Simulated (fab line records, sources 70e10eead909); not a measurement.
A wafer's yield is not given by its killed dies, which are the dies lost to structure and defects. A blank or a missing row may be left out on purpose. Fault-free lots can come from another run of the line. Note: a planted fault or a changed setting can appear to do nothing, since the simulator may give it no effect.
Which tool did it?	flow nandHarc	12 lots with 36 wafers sampled at 5 steps, on a route of 1302 steps

WHAT THE GAUGES READ, wafer by wafer
NHARC_END_SORT_01. Usual: killedAtArray 55, standard deviation 17; killedAtOther 0.9, standard deviation 1.2; killedAtPeriphery 3.7, standard deviation 2.5; killedDies 59, standard deviation 18; killedOpen 3.4, standard deviation 1.9; killedShort 2.6, standard deviation 1.6.
lot	measured	on	killedAtArray	killedAtOther	killedAtPeriphery	killedDies	killedOpen	killedShort	flag
L108	day 27 16:14	prober-01	674 677 675	1 0 0	2 0 2	677 677 677	2 2 2	1 3 2	OFF
L109	day 27 20:23	prober-02	675 673 674	1 1 3	1 3 0	677 677 677	2 2 4	1 1 1	OFF
L112	day 29 01:13	prober-01	670 671 665	0 0 0	7 6 12	677 677 677	4 3 1	5 2 2	OFF

WHAT TOOL EACH LOT RAN ON (gives the tool, then ch and the chambers of the sampled wafers, and finally the start)
lot	NHARC_A_CHANNEL_HOLE_D2_ETCH_16	NHARC_A_CHANNEL_FILL_D2_ALD_02	NHARC_A_CHANNEL_FILL_D2_CVD_18	NHARC_A_CHANNEL_FILL_D2_STRIP_29
L102	rieDiel-11 ch 1,2, day 13 23:25 or earlier	aldHk-02 ch 0,3, day 13 23:25	lpcvdPoly-01 ch 0, day 14 21:35	rieDiel-02 ch 2,3, no start
L103	rieDiel-12 ch 2,3, day 14 03:35 or earlier	aldHk-03 ch 0,1, day 14 03:35	lpcvdPoly-04 ch 0, day 15 01:05	rieDiel-05 ch 0,1,2, no start
L104	rieDiel-04 ch 0,1,3, day 14 20:46 or earlier	aldHk-02 ch 1,2,3, day 14 20:46	lpcvdPoly-04 ch 0, day 15 21:40	rieDiel-02 ch 0,1,2, no start
L108	rieDiel-12 ch 0,1,3, day 16 09:41 or earlier	aldHk-02 ch 0,2,3, day 16 09:41	lpcvdPoly-04 ch 0, day 17 07:04	rieDiel-02 ch 0,1, day 27 16:14 or earlier
L107	rieDiel-11 ch 0,1,2, day 16 09:57 or earlier	aldHk-04 ch 0,1,3, day 16 09:57	lpcvdPoly-04 ch 0, day 17 07:04	rieDiel-06 ch 2,3, no start
L109	rieDiel-12 ch 0,2, day 16 13:49 or earlier	aldHk-03 ch 0,1,2, day 16 13:49	lpcvdPoly-04 ch 0, day 17 11:11	rieDiel-05 ch 0,2, day 27 20:23 or earlier
L112	rieDiel-11 ch 0,1,2, day 17 20:05 or earlier	aldHk-03 ch 2,3, day 17 20:05	lpcvdPoly-03 ch 0, day 18 16:21	rieDiel-02 ch 0,3, day 29 01:13 or earlier
L116	rieDiel-04 ch 2,3, day 19 09:57 or earlier	aldHk-03 ch 0,1,2, day 19 09:57	lpcvdPoly-01 ch 0, day 20 08:37	rieDiel-02 ch 0,1,2, no start
L120	rieDiel-04 ch 0,2,3, day 21 08:02 or earlier	aldHk-02 ch 0,1,2, day 21 08:02	lpcvdPoly-03 ch 0, day 22 08:07	rieDiel-02 ch 1,2,3, no start
L121	rieDiel-11 ch 0,2,3, day 22 01:51 or earlier	aldHk-02 ch 1,2,3, day 22 01:51	lpcvdPoly-03 ch 0, day 23 00:05	rieDiel-05 ch 1,3, day 23 21:15
L123	rieDiel-11 ch 0,2,3, day 22 14:35 or earlier	aldHk-02 ch 2,3, day 22 14:35	lpcvdPoly-04 ch 0, day 23 14:02	rieDiel-05 ch 2,3, no start
L124	rieDiel-12 ch 1,2,3, day 23 03:58 or earlier	aldHk-03 ch 0,1,3, day 23 03:58	lpcvdPoly-04 ch 0, day 24 02:10	rieDiel-06 ch 1,2,3, no start
- NHARC_A_CHANNEL_HOLE_D2_ETCH_16: etches the open film in O2/COS, target depth 3100 nm, time 806 s.
- NHARC_A_CHANNEL_FILL_D2_ALD_02: deposits SiO2, target thk 6 nm, pulse time 10 s, ald cycles 60.
- NHARC_A_CHANNEL_FILL_D2_CVD_18: deposits poly-Si, target thk 3 nm.
- NHARC_A_CHANNEL_FILL_D2_STRIP_29: strips in O2, time 20 s.

WHAT THE TOOLS THEMSELVES READ (means of the sampled wafers that have a number; where no wafer has one, the mark that the record gives instead)
NHARC_A_CHANNEL_HOLE_D2_ETCH_16. Usual: biasW 300.0 W (standard deviation 0.92); chamberPressureMTorr 19.999 mTorr (standard deviation 0.017); drypumpMotorCurrentA 5.7 A (standard deviation 0.52); oesProductAu 0.997 a.u. (standard deviation 0.013); rfVppV 314.5 V (standard deviation 1.9); showerheadPlenumPTorr 3.16 Torr (standard deviation 0.12); throttleValvePct 28.331 % (standard deviation 0.009).
lot	tool	biasW (W)	chamberPressureMTorr (mTorr)	drypumpMotorCurrentA (A)	oesProductAu (a.u.)	rfVppV (V)	showerheadPlenumPTorr (Torr)	throttleValvePct (%)	flag
L102	rieDiel-11	299.0	20.000	6.0	0.999	315.8	3.24	28.322	
L103	rieDiel-12	300.1	20.010	5.4	0.995	313.6	3.13	28.323	
L104	rieDiel-04	300.2	20.015	5.9	0.997	315.0	3.18	28.332	
L108	rieDiel-12	299.4	20.005	5.6	0.994	313.7	3.10	28.322	
L107	rieDiel-11	299.2	20.000	6.3	1.001	315.2	3.20	28.334	
L109	rieDiel-12	299.3	19.994	5.9	0.988	312.3	3.06	28.326	
L112	rieDiel-11	300.9	20.004	6.3	1.000	315.4	3.20	28.336	
L116	rieDiel-04	300.0	19.990	5.1	1.001	313.4	3.03	28.336	
L120	rieDiel-04	299.9	20.010	5.4	1.008	313.6	3.08	28.320	
L121	rieDiel-11	299.7	20.001	6.0	1.014	316.9	3.29	28.336	
L123	rieDiel-11	300.1	19.998	5.9	1.017	316.5	3.29	28.332	
L124	rieDiel-12	300.3	20.016	5.5	0.989	314.2	3.11	28.329	

NHARC_A_CHANNEL_FILL_D2_ALD_02. Usual: heaterPowerOuterW 265 W, standard deviation 33; heaterPowerW 475 W, standard deviation 54; precursorPulseHeightRel 0.999, standard deviation 0.02.
lot	tool	heaterPowerOuterW (W)	heaterPowerW (W)	precursorPulseHeightRel	flag
L102	aldHk-02	294	518	1.008	
L103	aldHk-03	272	506	1.021	
L104	aldHk-02	285	482	0.993	
L108	aldHk-02	300	518	1.002	
L107	aldHk-04	248	430	1.015	
L109	aldHk-03	252	468	0.997	
L112	aldHk-03	224	433	1.001	
L116	aldHk-03	256	470	0.993	
L120	aldHk-02	285	495	0.992	
L121	aldHk-02	281	481	1.016	
L123	aldHk-02	297	507	0.976	
L124	aldHk-03	267	502	1.012	

NHARC_A_CHANNEL_FILL_D2_CVD_18. Usual: spikeTcTopC at 567.8 C, with a standard deviation of 2.2.
lot	tool	spikeTcTopC (C)	flag
L102	lpcvdPoly-01	571.1	
L103	lpcvdPoly-04	566.3	
L104	lpcvdPoly-04	566.5	
L108	lpcvdPoly-04	566.7	
L107	lpcvdPoly-04	565.6	
L109	lpcvdPoly-04	566.3	
L112	lpcvdPoly-03	566.9	
L116	lpcvdPoly-01	570.7	
L120	lpcvdPoly-03	568.6	
L121	lpcvdPoly-03	566.8	
L123	lpcvdPoly-04	565.6	
L124	lpcvdPoly-04	566.3	

NHARC_A_CHANNEL_FILL_D2_STRIP_29. Usual: chamberPressureMTorr 60.00 mTorr, standard deviation 0.056; drypumpMotorCurrentA 5.8 A, standard deviation 0.49; oesProductAu 0.999 a.u., standard deviation 0.012; rfVppV 57.8 V, standard deviation 0.84; showerheadPlenumPTorr 3.51 Torr, standard deviation 0.13; throttleValvePct 17.036 %, standard deviation 0.0089.
lot	tool	chamberPressureMTorr (mTorr)	drypumpMotorCurrentA (A)	oesProductAu (a.u.)	rfVppV (V)	showerheadPlenumPTorr (Torr)	throttleValvePct (%)	flag
L102	rieDiel-02	59.97	5.9	1.001	57.9	3.52	17.036	
L103	rieDiel-05	60.04	5.8	1.005	57.8	3.53	17.045	
L104	rieDiel-02	60.00	6.1	1.000	57.0	3.40	17.044	
L108	rieDiel-02	59.98	5.9	0.985	57.6	3.41	17.030	
L107	rieDiel-06	60.02	5.9	0.994	57.6	3.43	17.044	
L109	rieDiel-05	60.00	5.5	0.992	57.7	3.51	17.034	
L112	rieDiel-02	60.01	5.9	0.983	58.0	3.52	17.039	
L116	rieDiel-02	60.01	6.1	0.988	58.0	3.40	17.030	
L120	rieDiel-02	60.00	6.0	0.998	57.4	3.44	17.042	
L121	rieDiel-05	59.98	6.3	1.006	57.6	3.52	17.032	
L123	rieDiel-05	59.98	5.7	1.001	57.3	3.49	17.041	
L124	rieDiel-06	60.01	6.1	0.994	57.6	3.53	17.041	

THE ANSWER, worked out from the rows above alone
Rule: take the mean of a lot's wafers that have a number; if it is more than 3 standard deviations from the usual mean, the lot is off. A lot without any number at a reading at which 4 lots or more have one is off too. All remaining lots with rows at the step are treated as sound. First the gauges in route order, then the tools' own readings, where a lot's mean is used as printed above. The first step at which some lot is off is used, and at that step the reading that is off furthest; a lot without a number counts as furthest.
Off: L108, L109, L112 (NHARC_END_SORT_01, killedAtArray). Neither off nor sound, because the step has no rows for them: L102, L103, L104, L107, L116, L120, L121, L123, L124.
If a tool, at a process step before that reading, ran all the lots that are off and no sound lot after the first of them, it fits. Those tools and the gauges at NHARC_END_SORT_01 are tried in the same way. With no start given for some of its lots, NHARC_A_CHANNEL_HOLE_D2_ETCH_16 uses the hours and lot order of NHARC_A_CHANNEL_FILL_D2_ALD_02. With no start given for some of its lots, NHARC_A_CHANNEL_FILL_D2_STRIP_29 uses the hours and lot order of NHARC_END_SORT_01. Of those tried, none fits.

WHAT THE SIMULATOR HAD PUT IN
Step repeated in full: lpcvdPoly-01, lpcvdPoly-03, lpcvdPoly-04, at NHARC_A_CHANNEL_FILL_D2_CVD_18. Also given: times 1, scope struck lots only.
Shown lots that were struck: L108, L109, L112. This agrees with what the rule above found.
